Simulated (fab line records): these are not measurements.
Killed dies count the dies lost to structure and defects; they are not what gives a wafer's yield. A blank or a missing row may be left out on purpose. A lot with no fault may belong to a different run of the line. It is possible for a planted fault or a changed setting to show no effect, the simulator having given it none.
Matching of chambers ; flow n5Finfet ; N5_FIN_SAQP_ETCH_69 on rieDiel-05 has 4 sister chambers
The step etches SOC in N2/H2, stops on SiNx, target depth 150 nm. 4 wafers are shown with their chamber, then 9 later ones without.

## WAFERS, EACH WITH ITS CHAMBER
wafer;chamber;throttleValvePct (%)
L081.5;2;17.42
L085.1;1;17.84
L085.2;0;17.78
L085.3;3;18.16

## WAFERS WITHOUT THEIR CHAMBER
wafer;throttleValvePct (%)
L086.1;17.79
L086.2;17.88
L086.4;18.19
L087.1;17.42
L087.5;17.86
L087.6;17.78
L089.2;17.79
L089.5;17.88
L089.6;17.79

## CHAMBER TAKEN BY EACH
wafer;from the rows above;in truth
L086.1;can't be placed: 0 or 1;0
L086.2;1;1
L086.4;3;3
L087.1;2;2
L087.5;1;1
L087.6;0;0
L089.2;can't be placed: 0 or 1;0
L089.5;1;1
L089.6;can't be placed: 0 or 1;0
Correctly placed: 6 of 9. These rows do not allow placing 3 (true chamber among the candidates in 3). Number placed wrongly: 0.
How it was worked out, from the rows above alone: a wafer's distance from a chamber is the root of the sum, over the readings, of the square of ((its reading less the chamber's mean) divided by the reading's scatter). If the next closest chamber is less than 2 further off than the closest, the wafer can't be placed; otherwise it belongs to the closest. For every chamber, the mean is computed from those of its wafers that are shown. The scatter (one wafer shown for each chamber): square how far every hidden wafer sits from the nearest shown wafer, average those squares and take the square root.
